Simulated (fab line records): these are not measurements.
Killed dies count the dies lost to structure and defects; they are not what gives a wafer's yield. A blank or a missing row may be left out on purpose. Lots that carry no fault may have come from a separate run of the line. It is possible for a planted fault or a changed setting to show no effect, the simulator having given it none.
Lot-split experiment | flow n5_finfet | 7 lots, 21 wafers read, on a route of 1938 steps

== ON THE SPLIT ==
At N5_BEOL_M13_TRENCH_ETCH_34 (etches SiOC in C4F8/O2/Ar, target depth 413.47 nm, time 162.6 s), the setting time_s was moved away from the recipe's 162.6 s on 6 of the 21 wafers read, by -12.5% to +15.7%. The other wafers ran this setting at the recipe's value.

== FROM THE SPLIT TO THE READING: what the file shows between them, 10 steps ==
- N5_BEOL_M13_STRIP_70: strips in C4F8/O2/Ar
- N5_BEOL_M13_OCD_MEAS_35
- N5_BEOL_M13_STRIP_37: strips in N2/H2
- N5_BEOL_M13_ETCH_38: etches SiCN in CF4/N2, target depth 67.5 nm, time 71.9 s
- N5_BEOL_M13_ECD_47: material Cu, target thk 936 nm
- N5_BEOL_M13_ANNEAL_48: time 90 s
- N5_BEOL_M13_CMP_49: polishes, stops on SiOC, t overpolish 17.1 s, target thk 420 nm
- N5_BEOL_M13_THK_MEAS_50: measures by xrf
- N5_BEOL_M13_PRE_CLEAN_52: time 15 s
- N5_BEOL_M13_DEP_53: deposits SiCN from 3MS/NH3, target thk 50 nm, time 17.8 s

== THE READING ==
M13_RS in ohm/sq, measured at N5_BEOL_M13_RS_MEAS_54 by four-point-probe. On this fab line, fault-free wafers typically give 0.0449 ohm/sq with a standard deviation of 0.00077 ohm/sq.

wafer  | tool, chamber at the split | time_s as run, s | against the recipe | M13_RS, ohm/sq | against lot-mates on the recipe
L077.4 | rie_diel-02, 0             | 162.6            | recipe             | 0.0446         | -
L077.5 | rie_diel-02, 2             | 162.6            | recipe             | 0.0444         | -
L077.6 | rie_diel-02, 3             | 162.6            | recipe             | 0.0449         | -
L082.2 | rie_diel-04, 0             | 162.6            | recipe             | 0.0453         | -
L082.5 | rie_diel-04, 2             | 162.6            | recipe             | 0.0444         | -
L082.6 | rie_diel-04, 1             | 162.6            | recipe             | 0.0465         | -
L085.3 | rie_diel-02, 3             | 162.6            | recipe             | 0.0453         | -
L085.4 | rie_diel-02, 1             | 142.2            | -12.5%             | 0.0510         | +0.0057
L085.5 | rie_diel-02, 3             | 142.2            | -12.5%             | 0.0514         | +0.0061
L087.3 | rie_diel-02, 0             | 162.6            | recipe             | 0.0446         | -
L087.4 | rie_diel-02, 1             | 162.6            | recipe             | 0.0441         | -
L087.6 | rie_diel-02, 3             | 184.2            | +13.3%             | 0.0391         | -0.0052
L091.1 | rie_diel-04, 0             | 146.9            | -9.7%              | 0.0509         | +0.0054
L091.2 | rie_diel-04, 1             | 162.6            | recipe             | 0.0468         | -
L091.3 | rie_diel-04, 2             | 162.6            | recipe             | 0.0441         | -
L092.1 | rie_diel-05, 1,2           | 188.1            | +15.7%             | 0.0393         | -0.0055
L092.3 | rie_diel-05, 1,2           | 188.1            | +15.7%             | 0.0391         | -0.0057
L092.5 | rie_diel-05, 1             | 162.6            | recipe             | 0.0448         | -
L095.1 | rie_diel-05, 1             | 162.6            | recipe             | 0.0449         | -
L095.2 | rie_diel-05, 3             | 162.6            | recipe             | 0.0457         | -
L095.5 | rie_diel-05, 1             | 162.6            | recipe             | 0.0452         | -
When a row names more than one chamber, that row covers several wafers, and the file does not tell which wafer ran in which chamber.

THE FIT
A straight line over all 21 wafers: M13_RS changes by -0.000442 ohm/sq for each +1% of time_s; r = -0.97; the points scatter about the line by 0.00084 ohm/sq.
The same after taking each lot's own level away (the mean of its wafers on the recipe; 21 wafers): -0.000417 ohm/sq for each +1%; r = -0.97; scatter 0.00073 ohm/sq.
Per that fit: largest time_s move, reading shift of 0.0065 ohm/sq.
Measured against the standard deviation above, the lots' own levels, which go from 0.04435 to 0.04545 ohm/sq, span 1.4 times it.
The two slopes are in agreement: the lot-to-lot level therefore moves the slope only a little.
Check: -0.00658 ohm/sq against its lot-mates is what the line predicts for one of the wafers moved furthest among these (+15.7%) when that wafer is left out of the fit. It came out at -0.0055 ohm/sq against them.

== THESE WAFERS: OTHER SPLITS ==
Other splits were also applied to these wafers ahead of the reading. Each is held against what the fit with the lots' levels taken away leaves over:
other split on the same wafers   | wafers away from the commonest value | r with M13_RS (lot level and that fit taken away)
N5_BEOL_M10_ETCH_62 time_s       | 5                                    | +0.10
N5_BEOL_M11_ETCH_62 time_s       | 7                                    | -0.15
N5_BEOL_M12_EXPOSE_07 dose_mj    | 8                                    | +0.06
N5_BEOL_M12_ETCH_59 h2_flow_sccm | 4                                    | -0.24
N5_BEOL_M13_EXPOSE_25 dose_mj    | 8                                    | -0.35

== THE WHOLE CHAIN: every reading that the file lists as answering this split, in the file's order ==
step                       | what it does                                                    | reading                                                                       | change (the file's fit)               | r (the file's)
N5_BEOL_M13_TRENCH_ETCH_34 | etches SiOC in C4F8/O2/Ar, target depth 413.47 nm, time 162.6 s | etch.depth_nm (the simulator's own value, which no gauge read)                | +3.95 nm for each +1% of the setting  | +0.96
N5_BEOL_M13_OCD_MEAS_35    |                                                                 | trench_depth_nm                                                               | +3.94 nm for each +1% of the setting  | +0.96
N5_BEOL_M13_CMP_49         | polishes, stops on SiOC, t overpolish 17.1 s, target thk 420 nm | Cu_of_BEOL_M13_ECD_47.thk_nm (the simulator's own value, which no gauge read) | +3.93 nm for each +1% of the setting  | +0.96
N5_BEOL_M13_THK_MEAS_50    | measures by xrf                                                 | M13_THK                                                                       | +3.86 for each +1% of the setting     | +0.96
N5_BEOL_M13_RS_MEAS_54     | measures by four-point-probe                                    | M13_RS                                                                        | -0.000421 for each +1% of the setting | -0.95

== FILE'S OWN FIT ==
M13_RS changes by -0.000421 ohm/sq for each +1% of time_s, r = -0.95.
